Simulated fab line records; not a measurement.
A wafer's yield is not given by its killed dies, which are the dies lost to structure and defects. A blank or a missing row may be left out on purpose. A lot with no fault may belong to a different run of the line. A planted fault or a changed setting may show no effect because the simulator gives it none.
Which of the tools did it? + flow n5_finfet + Sampling: 24 lots, 72 wafers, 3 of 1938 route steps

== WHAT EACH GAUGE READ, for each wafer ==
N5_BEOL_M14_CD_MEAS_10: the cd target is 250 nm.
| lot  | measured     | on        | cd_nm (nm)        |
|------|--------------|-----------|-------------------|
| L074 | day 11 02:31 | cd_sem-01 | 250.4 250.5 250.6 |
| L075 | day 11 10:47 | cd_sem-03 | 248.8 251.6 253.3 |
| L076 | day 11 19:18 | cd_sem-02 | 250.2 250.4 251.7 |
| L080 | day 12 15:31 | cd_sem-02 | 252.0 252.0 250.0 |
| L079 | day 12 19:29 | cd_sem-02 | 254.2 251.5 250.9 |
| L078 | day 12 20:20 | cd_sem-01 | 250.3 249.5 252.2 |
| L077 | day 12 21:53 | cd_sem-02 | 250.6 249.9 246.4 |
| L083 | day 12 22:46 | cd_sem-02 | 249.1 250.0 252.6 |
| L082 | day 12 23:08 | cd_sem-01 | 252.6 254.2 251.8 |
| L081 | day 13 11:48 | cd_sem-01 | 249.4 248.5 252.2 |
| L084 | day 14 03:16 | cd_sem-01 | 248.4 247.7 249.3 |
| L085 | day 14 09:52 | cd_sem-03 | 251.1 250.0 248.5 |
| L086 | day 14 14:10 | cd_sem-03 | 252.3 252.4 252.6 |
| L088 | day 14 23:38 | cd_sem-01 | 253.1 249.2 252.0 |
| L087 | day 15 04:41 | cd_sem-02 | 253.3 251.7 251.8 |
| L089 | day 15 14:13 | cd_sem-01 | 250.2 251.5 253.6 |
| L091 | day 15 20:35 | cd_sem-01 | 252.2 249.3 252.7 |
| L090 | day 16 02:17 | cd_sem-03 | 251.7 253.0 250.3 |
| L092 | day 16 02:33 | cd_sem-01 | 250.5 250.2 248.4 |
| L093 | day 16 09:32 | cd_sem-01 | 248.1 252.0 252.9 |
| L095 | day 16 21:28 | cd_sem-01 | 250.0 252.6 251.8 |
| L094 | day 16 23:42 | cd_sem-01 | 250.6 253.7 250.2 |
| L096 | day 17 09:43 | cd_sem-03 | 249.4 254.3 252.5 |
| L097 | day 17 12:31 | cd_sem-02 | 249.2 250.1 254.3 |

N5_BEOL_M14_THK_MEAS_50: measures by xrf.
| lot  | measured     | on            | M14_THK (nm) |
|------|--------------|---------------|--------------|
| L074 | day 11 10:47 | film_metro-01 | 554 556 557  |
| L075 | day 11 15:13 | film_metro-01 | 560 530 529  |
| L076 | day 12 00:15 | film_metro-01 | 529 530 558  |
| L080 | day 12 19:19 | film_metro-01 | 536 571 530  |
| L079 | day 13 02:32 | film_metro-01 | 561 550 564  |
| L078 | day 13 06:33 | film_metro-02 | 570 537 531  |
| L077 | day 13 13:13 | film_metro-02 | 564 563 543  |
| L083 | day 13 08:42 | film_metro-02 | 560 585 555  |
| L082 | day 13 13:46 | film_metro-02 | 574 540 562  |
| L081 | day 13 15:49 | film_metro-01 | 555 557 556  |
| L084 | day 14 08:04 | film_metro-02 | 585 559 559  |
| L085 | day 14 19:14 | film_metro-02 | 529 580 557  |
| L086 | day 14 19:23 | film_metro-01 | 521 537 562  |
| L088 | day 15 02:46 | film_metro-01 | 539 551 541  |
| L087 | day 15 07:47 | film_metro-01 | 542 534 546  |
| L089 | day 15 20:19 | film_metro-01 | 536 545 554  |
| L091 | day 16 05:18 | film_metro-01 | 550 542 525  |
| L090 | day 16 05:40 | film_metro-01 | 531 544 524  |
| L092 | day 16 06:13 | film_metro-01 | 526 569 533  |
| L093 | day 16 14:57 | film_metro-01 | 535 541 533  |
| L095 | day 17 01:24 | film_metro-02 | 549 540 540  |
| L094 | day 17 03:43 | film_metro-01 | 532 543 532  |
| L096 | day 17 15:31 | film_metro-01 | 537 547 536  |
| L097 | day 17 15:59 | film_metro-01 | 532 530 534  |

== EACH LOT AND THE TOOL THAT RAN IT (in order: tool; ch and the chambers of the sampled wafers; start) ==
| lot  | N5_BEOL_M14_SPUTTER_43       |
|------|------------------------------|
| L074 | pvd_sputter-01, day 11 09:40 |
| L075 | pvd_sputter-03, day 11 13:43 |
| L076 | pvd_sputter-03, day 11 22:56 |
| L080 | pvd_sputter-02, day 12 18:16 |
| L079 | pvd_sputter-03, day 13 01:28 |
| L078 | pvd_sputter-01, day 13 05:29 |
| L077 | pvd_sputter-03, day 13 12:10 |
| L083 | pvd_sputter-03, day 13 07:38 |
| L082 | pvd_sputter-03, day 13 12:29 |
| L081 | pvd_sputter-02, day 13 14:46 |
| L084 | pvd_sputter-03, day 14 07:01 |
| L085 | pvd_sputter-02, day 14 18:10 |
| L086 | pvd_sputter-01, day 14 18:20 |
| L088 | pvd_sputter-02, day 15 01:42 |
| L087 | pvd_sputter-02, day 15 06:44 |
| L089 | pvd_sputter-03, day 15 19:15 |
| L091 | pvd_sputter-03, day 16 03:58 |
| L090 | pvd_sputter-02, day 16 04:36 |
| L092 | pvd_sputter-02, day 16 05:10 |
| L093 | pvd_sputter-01, day 16 13:53 |
| L095 | pvd_sputter-01, day 17 00:20 |
| L094 | pvd_sputter-01, day 17 02:28 |
| L096 | pvd_sputter-01, day 17 14:28 |
| L097 | pvd_sputter-02, day 17 14:41 |
- N5_BEOL_M14_SPUTTER_43: material TaN, target thk 15 nm, time 24.19 s.

== WHAT THE TOOLS THEMSELVES READ (means of the sampled wafers that have a number; where no wafer has one, the mark that the record gives instead) ==
N5_BEOL_M14_SPUTTER_43.
| lot  | tool           | throttle_valve_pct (%) |
|------|----------------|------------------------|
| L074 | pvd_sputter-01 | 30.1                   |
| L075 | pvd_sputter-03 | 29.2                   |
| L076 | pvd_sputter-03 | 29.7                   |
| L080 | pvd_sputter-02 | 30.6                   |
| L079 | pvd_sputter-03 | 29.7                   |
| L078 | pvd_sputter-01 | 30.7                   |
| L077 | pvd_sputter-03 | 30.4                   |
| L083 | pvd_sputter-03 | 29.5                   |
| L082 | pvd_sputter-03 | 29.3                   |
| L081 | pvd_sputter-02 | 30.5                   |
| L084 | pvd_sputter-03 | 29.0                   |
| L085 | pvd_sputter-02 | 31.0                   |
| L086 | pvd_sputter-01 | 29.3                   |
| L088 | pvd_sputter-02 | 30.6                   |
| L087 | pvd_sputter-02 | 29.8                   |
| L089 | pvd_sputter-03 | 28.9                   |
| L091 | pvd_sputter-03 | 28.9                   |
| L090 | pvd_sputter-02 | 31.6                   |
| L092 | pvd_sputter-02 | 30.8                   |
| L093 | pvd_sputter-01 | 30.2                   |
| L095 | pvd_sputter-01 | 29.6                   |
| L094 | pvd_sputter-01 | 30.0                   |
| L096 | pvd_sputter-01 | 30.7                   |
| L097 | pvd_sputter-02 | 29.9                   |

== THE ANSWER, worked out from the rows above alone ==
Rule: what is usual is taken from the lots themselves. The widest of any qualifying gaps counts: lots, ordered by their means at a reading, are off when they make up no more than a third of the lots, leave a main group of 4 or more, and stand apart from it by 3 or more times the standard deviation of that group's means. A main group whose means are all the same, to the digits that the tables above print for the reading, isn't used. A lot without any number at a reading at which 4 lots or more have one is off too. The other lots that the step has rows for count as sound. The gauges are gone through in route order, then the tools' own readings, and for those a lot's mean is taken as printed above. The first step at which some lot is off is used, and at that step the reading that is off furthest; a lot without a number counts as furthest.
None of the lots is off at any reading shown; this tells nothing.

== WHAT HAD BEEN PUT IN BY THE SIMULATOR ==
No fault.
